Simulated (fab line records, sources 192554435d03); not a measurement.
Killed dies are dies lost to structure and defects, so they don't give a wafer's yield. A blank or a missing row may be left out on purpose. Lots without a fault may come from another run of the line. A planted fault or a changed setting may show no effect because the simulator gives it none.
fab line records | flow n5_finfet
record lots=7 wafers=39
route steps=1938 shown FIN_CUT@176 MOL_CONTACT_COAG@608 BEOL_M2@883 BEOL_M5@1160 BEOL_M9@1419
start_h: hours from the record's first day to the start of the lot's first wafer shown | wait_h: hours since the lot's step before | " the same as in the row above | L1.1+2: a row that stands for several wafers | - no value, or no start given | * or withheld: withheld | < > ~ a bound
route shown NAME@n: a module of which the file shows steps, and the number in the route of the first | usual: mean/standard deviation of fault-free wafers | same: alike in all rows | chamber/n: place in a boat | sites: the reading at each site | _std_site: their standard deviation | _edge_site: outer sites' mean less inner sites' | radius_mm: how far each site lies from the wafer's centre | mask NAME#n: copy n | behind: the tool/chamber that last shaped the wafer | hold: why the lot was held/for how many hours/how that ended | device: the transistor (n, p or np) that didn't switch | end of line: the same wafers' tests at the end of the route | a step without rows: its recipe alone | killed: dies lost to structure and defects at the first sort, not the wafer's yield | map: a wafer's dies, x killed, . not, _ none there
set.NAME: the setting as run; set.NAME@STEP: as run at that earlier step | model.NAME: the simulator's own value behind a step, which no gauge read
lots whose settings were changed on purpose; a table a step, a row a wafer
## steps
# step N5_FIN_CUT_CUT_ETCH_15
# recipe chemistry=HBr/Cl2/O2 target=Si target_depth_a=1000 bt_time_s=10 mask_material=SOC time_s=42.4 ion_energy_ev=* bias_w=* pressure_mtorr=10 icp_w=800 HBr_flow_sccm=150 Cl2_flow_sccm=80 O2_flow_sccm=12
# columns lot.wafer tool chamber start_h wait_h set.time_s model.etch.depth_nm model.FIN_CUT.feature_depth_nm model.SOC_of_FIN_CUT_COAT_18.thk_nm
L074.1 rie_si-06 3 29.72 0.1 42.4 100 100 170.8
L074.2 " 2 " " 42.4 100.1 100.2 170.6
L074.3 " 0 " " 42.4 102.1 102.2 170.8
L074.4 " 1 " " 42.4 102.2 102.2 169.6
L074.5 " 0 " " 42.4 101.9 102 169.4
L074.6 " 3 " " 42.4 101.1 101 170.2
L083.1 rie_si-01 3 81.68 0.1 42.4 99.19 99.2 169.6
L083.2 " 2 " " 42.4 98.5 98.6 169.4
L083.3 " 1 " " 54.52 130.5 130.6 159.2
L083.4 " 0 " " 54.52 126.9 126.8 159.2
L083.5 " 1 " " 42.4 101.1 101 169.2
L083.6 " 2 " " 54.52 128.2 128.2 159.6
L084.1 rie_si-06 1 91.06 0.1 21.73 52.31 52.4 186.2
L084.2 " 2 " " 42.4 100.2 100.2 170
L084.3 " 0 " " 21.73 51.64 51.6 188
L084.4 " 1 " " 42.4 102.1 102 168.8
L084.5 " 0 " " 21.73 52.08 52 189
L084.6 " 2 " " 42.4 99.86 99.8 169.8
L085.1 rie_si-03 0 97.58 0.1 42.4 101.1 101.2 169.8
L085.2 " 3 " " 32.13 75.49 75.4 180.6
L085.3 " 2 " " 32.13 74.61 74.6 180.4
L085.4 " 1 " " 32.13 76.81 76.8 180
L085.5 " 2 " " 42.4 98.95 99 171.2
L085.6 " 3 " " 42.4 98.24 98.2 171.8
L087.1 rie_si-01 2 108.51 0.1 53.53 125.3 125.2 160.6
L087.2 " 0 " " 53.53 123.8 123.8 161
L087.3 " 1 " " 42.4 101 101 170.4
L087.4 " 3 " " 42.4 98.48 98.4 170.4
L087.5 " 1 " " 42.4 101.4 101.4 169
L087.6 " 0 " " 53.53 124.3 124.4 161
L090.2 rie_si-06 2 124.09 0.1 42.4 101.3 101.2 170.6
L090.3 " 0 " " 42.4 102.4 102.4 169.6
L090.5 " 2 " " 42.4 100.8 100.8 171
L094.1 rie_si-01 1 147.43 0.1 42.4 102.3 102.4 169.4
L094.2 " 0 " " 42.4 98.77 98.8 170.6
L094.3 " 3 " " 26.45 61.76 61.8 185
L094.4 " 2 " " 26.45 62.22 62.2 184.8
L094.5 " 0 " " 42.4 99.04 99 170.2
L094.6 " 1 " " 26.45 64.07 64 183.8
# step N5_MOL_CONTACT_COAG_ALD_133
# recipe material=SiO2 target_thk_a=50 temp_c=100 ald_precursor_family=BDEAS ald_co_reactant=O2-plasma pulse_time_s=1 co_reactant_pulse_time_s=1 purge_time_s=2 co_reactant_purge_time_s=2 ald_cycles=35 pressure_torr=2
# columns lot.wafer tool chamber start_h wait_h set.ald_cycles model.SiO2_of_MOL_CONTACT_COAG_ALD_133.thk_nm
L074.1+5+6 ald_sin-03 0,2,3 101.33 0.1 35 5
L074.2+3+4 " 3,1,2 " " 17 2.4
L083.1+2+6 ald_sin-01 3,1,2 154.91 0.1 35 5
L083.3+4+5 " 0,2,3 " " 43 6.2
L084.1+2+3+4+5+6 ald_sin-01 1,2,3,0,0,3 160.63 0.1 35 5
L085.1+3+5 ald_sin-04 3,0,3 167.71 0.3 22 3.2
L085.2+4+6 " 2,1,2 " " 35 5
L087.1+2+3+4+5+6 ald_sin-03 0,3,1,2,2,1 178.45 0.1 35 5
L090.2+3+5 ald_sin-01 3,0,2 195.80 0.1 35 5
L094.1+4+5 ald_sin-03 0,1,2 217.52 0.1 35 5
L094.2+6 " 2,1 " " 19 2.8
L094.3 " 3 " " 19 2.6
# step N5_BEOL_M2_ETCHBACK_99
# recipe chemistry=CHF3 target=SiO2 target_depth_a=50 time_s=10.4 source_w=215 bias_w=47 Ar_flow_sccm=200 CHF3_flow_sccm=12 ion_energy_ev=100 pressure_mtorr=30
# columns lot.wafer tool chamber start_h wait_h set.time_s
L074.1+2+6 rie_diel-02 3,0,1 141.80 0.4 10.4
L074.3+4+5 " 1,2,0 " " 4.817
L083.1+4+6 rie_diel-01 3,1,1 194.53 2.1 10.4
L083.2+3+5 " 2,0,2 " " 12.48
L084.1+2+5 rie_diel-06 0,3,2 198.21 3.0 12.08
L084.3+4+6 " 1,2,3 " " 10.4
L085.1+2+4 rie_diel-02 3,0,2 216.10 4.4 5.978
L085.3+5+6 " 1,3,0 " " 10.4
L087.1+5+6 rie_diel-06 1,2,3 226.26 5.1 10.4
L087.2+3+4 " 0,2,3 " " 7.155
L090.2+3+5 rie_diel-02 2,3,3 229.79 1.9 10.4
L094.1+4+6 rie_diel-06 3,2,0 272.30 8.9 10.4
L094.2+3+5 " 0,1,1 " " 14.13
# step N5_BEOL_M2_ETCH_70
# recipe chemistry=N2/H2 target=SOC target_depth_a=800 overetch_a=240 mask_material=SiARC temp_c=40 time_s=130 ion_energy_ev=200 pressure_mtorr=30 source_w=840 bias_w=150 n2_flow_sccm=200 h2_flow_sccm=200
# step N5_BEOL_M2_STRIP_71
# recipe chemistry=N2/H2 temp_c=40 n2_flow_sccm=200 h2_flow_sccm=200 rf_frequency_hz=6e+07
# step N5_BEOL_M2_ETCH_41
# recipe chemistry=CH3F/O2 target=SiCN target_depth_a=299 taper_deg=2 time_s=52.5 ion_energy_ev=120 mask_material=TiN pressure_mtorr=30 source_w=395 bias_w=75 Ar_flow_sccm=150 CH3F_flow_sccm=30 O2_flow_sccm=20
# step N5_BEOL_M2_STRIP_97
# recipe chemistry=N2/H2 time_s=10 power_w=450 temp_c=40 pressure_mtorr=20 rf_frequency_hz=6e+07 bias_power_w=7 n2_flow_sccm=200 h2_flow_sccm=200
# step N5_BEOL_M2_OCD_MEAS_38
# usual trench_depth_nm=55.5/0.91
# columns lot.wafer tool chamber start_h wait_h set.time_s@BEOL_M2_ETCHBACK_99 trench_depth_nm
L074.1 ocd-01 - 142.20 - 10.4 55.9
L074.2 " - " " 10.4 56.2
L074.3 " - " " 4.817 -
L074.4 " - " " 4.817 0.4
L074.5 " - " " 4.817 0
L074.6 " - " " 10.4 54.1
L083.1 ocd-02 - 194.93 - 10.4 55.8
L083.2 " - " " 12.48 54.4
L083.3 " - " " 12.48 56.7
L083.4 " - " " 10.4 54.4
L083.5 " - " " 12.48 53.9
L083.6 " - " " 10.4 55.5
L084.1 ocd-02 - 198.61 - 12.08 57.2
L084.2 " - " " 12.08 54.5
L084.3 " - " " 10.4 54.7
L084.4 " - " " 10.4 55.6
L084.5 " - " " 12.08 55.5
L084.6 " - " " 10.4 54.3
L085.1 ocd-01 - 216.50 - 5.978 55.4
L085.2 " - " " 5.978 55.8
L085.3 " - " " 10.4 55.4
L085.4 " - " " 5.978 56.0
L085.5 " - " " 10.4 55.0
L085.6 " - " " 10.4 55.2
L087.1 ocd-01 - 226.65 - 10.4 55.6
L087.2 " - " " 7.155 56.9
L087.3 " - " " 7.155 55.8
L087.4 " - " " 7.155 53.4
L087.5 " - " " 10.4 55.8
L087.6 " - " " 10.4 53.7
L090.2 ocd-02 - 230.19 - 10.4 55.6
L090.3 " - " " 10.4 55.0
L090.5 " - " " 10.4 53.9
L094.1 ocd-01 - 272.69 - 10.4 53.4
L094.2 " - " " 14.13 56.7
L094.3 " - " " 14.13 55.6
L094.4 " - " " 10.4 55.6
L094.5 " - " " 14.13 55.1
L094.6 " - " " 10.4 57.1
# step N5_BEOL_M5_TRENCH_ETCH_37
# recipe chemistry=C4F6/O2 target_depth_a=716.52 target=SiCOH_lowk time_s=24.7 ion_energy_ev=250 pressure_mtorr=30 source_w=345 bias_w=185 Ar_flow_sccm=300 C4F6_flow_sccm=10 O2_flow_sccm=10
# columns lot.wafer tool chamber start_h wait_h set.target_depth_a model.etch.depth_nm model.BEOL_M5.feature_depth_nm model.TiN_of_BEOL_M5_HM_DEP_02.thk_nm
L074.1 rie_diel-03 3 - - 1146 117.6 117.6 16.6
L074.2 " 1 " " 716.52 74 74 17.8
L074.3 " 0 " " 716.52 70.09 70 17.8
L074.4 " 2 " " 1146 113.7 113.8 16.6
L074.5 " 2 " " 716.52 70.56 70.6 17.8
L074.6 " 3 " " 1146 117.2 117.2 16.4
L083.1 rie_diel-03 3 - - 716.52 73.24 73.2 17.8
L083.2 " 0 " " 716.52 69.55 69.6 17.8
L083.3 " 2 " " 879.8 87.09 87 17.4
L083.4 " 1 " " 879.8 91.04 91 17.2
L083.5 " 0 " " 716.52 69.85 69.8 17.8
L083.6 " 1 " " 879.8 91.73 91.8 17.4
L084.1 rie_diel-03 0 - - 716.52 69.66 69.6 18
L084.2 " 2 " " 418 41.63 41.6 18.6
L084.3 " 3 " " 418 42.81 42.8 18.6
L084.4 " 1 " " 716.52 74.49 74.4 17.8
L084.5 " 1 " " 418 43.41 43.4 18.4
L084.6 " 2 " " 716.52 70.7 70.8 18
L085.1 rie_diel-05 1 - - 716.52 72.55 72.6 17.8
L085.2 " 3 " " 909.9 91.36 91.4 17.2
L085.3 " 0 " " 909.9 90.71 90.8 17
L085.4 " 2 " " 716.52 71.23 71.2 17.6
L085.5 " 2 " " 716.52 70.39 70.4 17.6
L085.6 " 3 " " 909.9 91.77 91.8 17.2
L087.1 rie_diel-05 3 - - 716.52 71.66 71.6 17.8
L087.2 " 1 " " 716.52 71.56 71.6 17.8
L087.3 " 0 " " 716.52 71.62 71.6 17.6
L087.4 " 2 " " 529.8 52.19 52.2 18
L087.5 " 2 " " 529.8 52.63 52.6 18.4
L087.6 " 3 " " 529.8 52.94 53 18
L090.2 rie_diel-04 2 - - 716.52 71.22 71.2 18
L090.3 " 0 " " 716.52 71.69 71.6 18
L090.5 " 3 " " 716.52 70.85 70.8 18
L094.1 rie_diel-03 0 - - 716.52 68.78 68.8 18
L094.2 " 1 " " 1026 103.7 103.8 16.8
L094.3 " 3 " " 716.52 72.06 72 18.2
L094.4 " 2 " " 1026 100.6 100.6 17
L094.5 " 2 " " 1026 100.8 100.8 17.2
L094.6 " 3 " " 716.52 72.3 72.4 18
# step N5_BEOL_M5_ETCH_41
# recipe chemistry=CH3F/O2 target=SiCN target_depth_a=315 taper_deg=2 time_s=56.7 ion_energy_ev=120 mask_material=TiN pressure_mtorr=30 source_w=395 bias_w=75 Ar_flow_sccm=150 CH3F_flow_sccm=30 O2_flow_sccm=20
# step N5_BEOL_M5_STRIP_91
# recipe chemistry=N2/H2 time_s=10 power_w=450 temp_c=40 pressure_mtorr=20 rf_frequency_hz=6e+07 bias_power_w=7 n2_flow_sccm=200 h2_flow_sccm=200
# step N5_BEOL_M5_OCD_MEAS_38
# usual trench_depth_nm=71.6/1.4
# columns lot.wafer tool chamber start_h wait_h set.target_depth_a@BEOL_M5_TRENCH_ETCH_37 trench_depth_nm
L074.1 ocd-02 - 172.97 - 1146 117.3
L074.2 " - " " 716.52 74.0
L074.3 " - " " 716.52 -
L074.4 " - " " 1146 114.4
L074.5 " - " " 716.52 70.3
L074.6 " - " " 1146 117.6
L083.1 ocd-02 - 230.41 - 716.52 73.4
L083.2 " - " " 716.52 69.7
L083.3 " - " " 879.8 87.0
L083.4 " - " " 879.8 91.0
L083.5 " - " " 716.52 70.0
L083.6 " - " " 879.8 92.2
L084.1 ocd-02 - 230.80 - 716.52 69.5
L084.2 " - " " 418 41.3
L084.3 " - " " 418 43.1
L084.4 " - " " 716.52 75.0
L084.5 " - " " 418 43.3
L084.6 " - " " 716.52 70.6
L085.1 ocd-01 - 247.37 - 716.52 72.4
L085.2 " - " " 909.9 91.7
L085.3 " - " " 909.9 91.0
L085.4 " - " " 716.52 71.3
L085.5 " - " " 716.52 71.0
L085.6 " - " " 909.9 91.9
L087.1 ocd-01 - 260.62 - 716.52 71.5
L087.2 " - " " 716.52 71.5
L087.3 " - " " 716.52 71.1
L087.4 " - " " 529.8 52.0
L087.5 " - " " 529.8 52.3
L087.6 " - " " 529.8 52.3
L090.2 ocd-02 - 277.97 - 716.52 71.6
L090.3 " - " " 716.52 71.3
L090.5 " - " " 716.52 70.8
L094.1 ocd-02 - 310.42 - 716.52 68.2
L094.2 " - " " 1026 103.2
L094.3 " - " " 716.52 72.7
L094.4 " - " " 1026 99.5
L094.5 " - " " 1026 101.1
L094.6 " - " " 716.52 72.5
# step N5_BEOL_M5_HM_STRIP_39
# recipe chemistry=peroxide_tin_strip material=TiN target_depth_a=250 temp_c=50 time_s=158
# step N5_BEOL_M5_SRD_40
# recipe time_s=30 temp_c=23 rinse_liquid=diw dry=ipa_marangoni
# step N5_BEOL_M5_ECD_50
# recipe material=Cu target_thk_a=3000
# step N5_BEOL_M5_ANNEAL_51
# recipe temp_c=225 time_s=90 ambient=N2
# step N5_BEOL_M5_CMP_52
# recipe stop_on=SiCOH_lowk t_overpolish_s=6.9 down_force_psi=1 platen_rpm=50 clearing_platen_down_force_psi=1.5 clearing_platen_rpm=50 post_cmp_clean=cu_alkaline target_thk_nm=62 clearing_platen_pad_velocity_m_s=0.99484 pad_velocity_m_s=0.99484
# columns lot.wafer tool chamber start_h wait_h set.target_depth_a@BEOL_M5_TRENCH_ETCH_37 model.Cu_of_BEOL_M5_ECD_50.thk_nm
L074.3 cmp-04 0 180.55 0.2 716.52 61.2
L074.2 " 1 " " 716.52 64.6
L074.1 " 2 " " 1146 107.2
L074.4 " 3 " " 1146 103.8
L074.5 " 0 " " 716.52 61
L074.6 " 1 " " 1146 107.4
L084.2 cmp-01 0 238.31 0.2 418 31
L084.1 " 1 " " 716.52 58.6
L084.4 " 2 " " 716.52 63.6
L084.3 " 3 " " 418 32.8
L084.6 " 0 " " 716.52 61
L084.5 " 1 " " 418 33
L083.4 cmp-02 3 245.26 0.1 879.8 81.8
L083.3 " 0 " " 879.8 79
L083.2 " 1 " " 716.52 59.8
L083.1 " 2 " " 716.52 62.4
L083.5 " 3 " " 716.52 60.6
L083.6 " 0 " " 879.8 83
L085.4+5 cmp-02 0 253.76 0.1 716.52 60.6
L085.1 " 1 " " 716.52 62
L085.2+3 " 2,3 " " 909.9 80.4
L085.6 " 1 " " 909.9 80.8
L087.1 cmp-04 1 266.78 0.3 716.52 60.4
L087.3 " 2 " " 716.52 59.4
L087.2 " 3 " " 716.52 61
L087.4 " 0 " " 529.8 41.8
L087.6 " 1 " " 529.8 42
L087.5 " 2 " " 529.8 41.4
L090.2 cmp-02 3 284.57 0.2 716.52 63.2
L090.3 " 1 " " 716.52 62.8
L090.5 " 2 " " 716.52 60.6
L094.1 cmp-04 1 316.92 0.3 716.52 59.4
L094.4 " 2 " " 1026 90
L094.2 " 3 " " 1026 94.4
L094.3+6 " 0,2 " " 716.52 61.6
L094.5 " 1 " " 1026 91.8
# step N5_BEOL_M5_THK_MEAS_53
# recipe thk_meas_gauge=xrf reads=Cu_of_BEOL_M5_ECD_50
# usual M5_THK=61.8/1.9
# columns lot.wafer tool chamber start_h wait_h set.target_depth_a@BEOL_M5_TRENCH_ETCH_37 M5_THK[nm]
L074.1 film_metro-01 - 180.84 - 1146 108.9
L074.2 " - " " 716.52 65.6
L074.3 " - " " 716.52 -
L074.4 " - " " 1146 105.3
L074.5 " - " " 716.52 61.9
L074.6 " - " " 1146 108.9
L084.1 film_metro-02 - 238.60 - 716.52 58.7
L084.2 " - " " 418 30.9
L084.3 " - " " 418 32.5
L084.4 " - " " 716.52 63.7
L084.5 " - " " 418 32.8
L084.6 " - " " 716.52 60.8
L083.1 film_metro-02 - 245.56 - 716.52 62.5
L083.2 " - " " 716.52 59.6
L083.3 " - " " 879.8 78.9
L083.4 " - " " 879.8 81.5
L083.5 " - " " 716.52 60.5
L083.6 " - " " 879.8 82.7
L085.1 film_metro-02 - 254.06 - 716.52 61.6
L085.2 " - " " 909.9 79.6
L085.3 " - " " 909.9 79.7
L085.4 " - " " 716.52 60.1
L085.5 " - " " 716.52 60.1
L085.6 " - " " 909.9 79.7
L087.1 film_metro-01 - 267.08 - 716.52 60.7
L087.2 " - " " 716.52 61.2
L087.3 " - " " 716.52 59.8
L087.4 " - " " 529.8 41.9
L087.5 " - " " 529.8 41.5
L087.6 " - " " 529.8 42.2
L090.2 film_metro-01 - 284.83 - 716.52 64.0
L090.3 " - " " 716.52 63.3
L090.5 " - " " 716.52 61.0
L094.1 film_metro-01 - 317.22 - 716.52 59.7
L094.2 " - " " 1026 94.5
L094.3 " - " " 716.52 61.8
L094.4 " - " " 1026 90.4
L094.5 " - " " 1026 92.4
L094.6 " - " " 716.52 61.8
# step N5_BEOL_M5_PRE_CLEAN_77
# recipe gas=NH3/H2 time_s=15 temp_c=* rf_power_w=300
# step N5_BEOL_M5_CO_CAP_78
# recipe material=Co target_thk_a=20 temp_c=200 precursor=CCTBA/H2 pressure_torr=30 time_s=102.1
# step N5_BEOL_M5_PRE_CLEAN_55
# recipe gas=NH3 time_s=15 temp_c=withheld rf_power_w=300
# step N5_BEOL_M5_DEP_56
# recipe material=SiCN target_thk_a=80 temp_c=withheld precursor=3MS/NH3 pressure_torr=3 rf_w=202 time_s=14
# step N5_BEOL_M5_RS_MEAS_57
# recipe thk_meas_gauge=four-point-probe reads=Co_of_BEOL_M5_CO_CAP_78+Cu_of_BEOL_M5_ECD_50+Co_of_BEOL_M5_CVD_47+TaN_of_BEOL_M5_ALD_86
# usual M5_RS=0.388/0.013
# columns lot.wafer tool chamber start_h wait_h set.target_depth_a@BEOL_M5_TRENCH_ETCH_37 M5_RS[ohm/sq]
L074.1 film_metro-02 - 181.11 0.0 1146 0.204
L074.2 " - " " 716.52 0.369
L074.3 " - " " 716.52 -
L074.4 " - " " 1146 0.212
L074.5 " - " " 716.52 0.395
L074.6 " - " " 1146 0.204
L084.1 film_metro-02 - 238.86 0.0 716.52 0.415
L084.2 " - " " 418 0.934
L084.3 " - " " 418 0.868
L084.4 " - " " 716.52 0.374
L084.5 " - " " 418 0.864
L084.6 " - " " 716.52 0.395
L083.1 film_metro-01 - 245.82 0.0 716.52 0.383
L083.2 " - " " 716.52 0.403
L083.3 " - " " 879.8 0.289
L083.4 " - " " 879.8 0.278
L083.5 " - " " 716.52 0.396
L083.6 " - " " 879.8 0.273
L085.1 film_metro-01 - 254.32 0.0 716.52 0.387
L085.2 " - " " 909.9 0.283
L085.3 " - " " 909.9 0.284
L085.4 " - " " 716.52 0.397
L085.5 " - " " 716.52 0.396
L085.6 " - " " 909.9 0.282
L087.1 film_metro-01 - 267.35 0.0 716.52 0.398
L087.2 " - " " 716.52 0.394
L087.3 " - " " 716.52 0.408
L087.4 " - " " 529.8 0.632
L087.5 " - " " 529.8 0.638
L087.6 " - " " 529.8 0.627
L090.2 film_metro-01 - 285.09 0.1 716.52 0.377
L090.3 " - " " 716.52 0.379
L090.5 " - " " 716.52 0.397
L094.1 film_metro-02 - 317.48 0.0 716.52 0.408
L094.2 " - " " 1026 0.236
L094.3 " - " " 716.52 0.391
L094.4 " - " " 1026 0.249
L094.5 " - " " 1026 0.243
L094.6 " - " " 716.52 0.391
# step N5_BEOL_M9_ETCH_62
# recipe chemistry=N2/H2 target=SOC target_depth_a=1100 overetch_a=220 mask_material=SiARC temp_c=40 time_s=165 ion_energy_ev=200 pressure_mtorr=30 source_w=840 bias_w=150 n2_flow_sccm=200 h2_flow_sccm=200
# columns lot.wafer tool chamber start_h wait_h set.time_s model.SiARC_of_BEOL_M9_COAT_60.thk_nm
L074.1+2+3+6 rie_diel-05 2,0,3,2 208.39 0.0 165 23.6
L074.4 " 1 " " 165 23.4
L074.5 " 3 " " 165 23.8
L084.1+4+5 rie_diel-04 2,0,2 267.24 0.0 165 23.4
L084.2 " 1 " " 165 23.2
L084.3+6 " 3 " " 165 23.6
L083.1+6 rie_diel-03 3 278.66 0.0 165 23.2
L083.2 " 1 " " 261.5 19.4
L083.3 " 0 " " 165 23.8
L083.4 " 2 " " 261.5 20
L083.5 " 0 " " 261.5 20.4
L085.1 rie_diel-04 2 288.23 0.0 165 23.2
L085.2 " 3 " " 129.1 24.8
L085.3 " 0 " " 129.1 24.6
L085.4 " 1 " " 165 23
L085.5 " 1 " " 129.1 24.4
L085.6 " 2 " " 165 23.4
L087.1+2+5 rie_diel-05 2,0,2 301.16 0.0 77.41 27
L087.3+4 " 1 " " 165 23.4
L087.6 " 0 " " 165 23.6
L090.2 rie_diel-05 2 311.26 0.0 165 23.6
L090.3+5 " 0,1 " " 165 23.4
L094.1 rie_diel-04 1 345.15 0.0 165 23.2
L094.2+3+4+5 " 3,0,2,0 " " 165 23.4
L094.6 " 3 " " 165 23.6
## key
split step=N5_FIN_CUT_CUT_ETCH_15 setting=time_s stated=42.4 by=wafer
response step=N5_FIN_CUT_CUT_ETCH_15 reading=model.etch.depth_nm change=+0.988 per=1% r=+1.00
response step=N5_FIN_CUT_CUT_ETCH_15 reading=model.FIN_CUT.feature_depth_nm change=+0.989 per=1% r=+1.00
response step=N5_FIN_CUT_CUT_ETCH_15 reading=model.SOC_of_FIN_CUT_COAT_18.thk_nm change=-0.371 per=1% r=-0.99
split step=N5_MOL_CONTACT_COAG_ALD_133 setting=ald_cycles stated=35 by=wafer
response step=N5_MOL_CONTACT_COAG_ALD_133 reading=model.SiO2_of_MOL_CONTACT_COAG_ALD_133.thk_nm change=+0.05 per=1% r=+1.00
split step=N5_BEOL_M2_ETCHBACK_99 setting=time_s stated=10.4 by=wafer
response step=N5_BEOL_M2_OCD_MEAS_38 reading=trench_depth_nm shape=bent at_lowest=0.2 at_stated=55.1 at_highest=55.8
split step=N5_BEOL_M5_TRENCH_ETCH_37 setting=target_depth_a stated=716.52 by=wafer
response step=N5_BEOL_M5_TRENCH_ETCH_37 reading=model.etch.depth_nm change=+0.732 per=1% r=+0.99
response step=N5_BEOL_M5_TRENCH_ETCH_37 reading=model.BEOL_M5.feature_depth_nm change=+0.732 per=1% r=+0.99
response step=N5_BEOL_M5_TRENCH_ETCH_37 reading=model.TiN_of_BEOL_M5_HM_DEP_02.thk_nm change=-0.02 per=1% r=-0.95
response step=N5_BEOL_M5_OCD_MEAS_38 reading=trench_depth_nm change=+0.728 per=1% r=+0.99
response step=N5_BEOL_M5_CMP_52 reading=model.Cu_of_BEOL_M5_ECD_50.thk_nm change=+0.729 per=1% r=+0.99
response step=N5_BEOL_M5_THK_MEAS_53 reading=M5_THK change=+0.729 per=1% r=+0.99
response step=N5_BEOL_M5_RS_MEAS_57 reading=M5_RS shape=bent at_lowest=0.889 at_stated=0.393 at_highest=0.206
split step=N5_BEOL_M9_ETCH_62 setting=time_s stated=165 by=wafer
response step=N5_BEOL_M9_ETCH_62 reading=model.SiARC_of_BEOL_M9_COAT_60.thk_nm change=-0.0627 per=1% r=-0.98
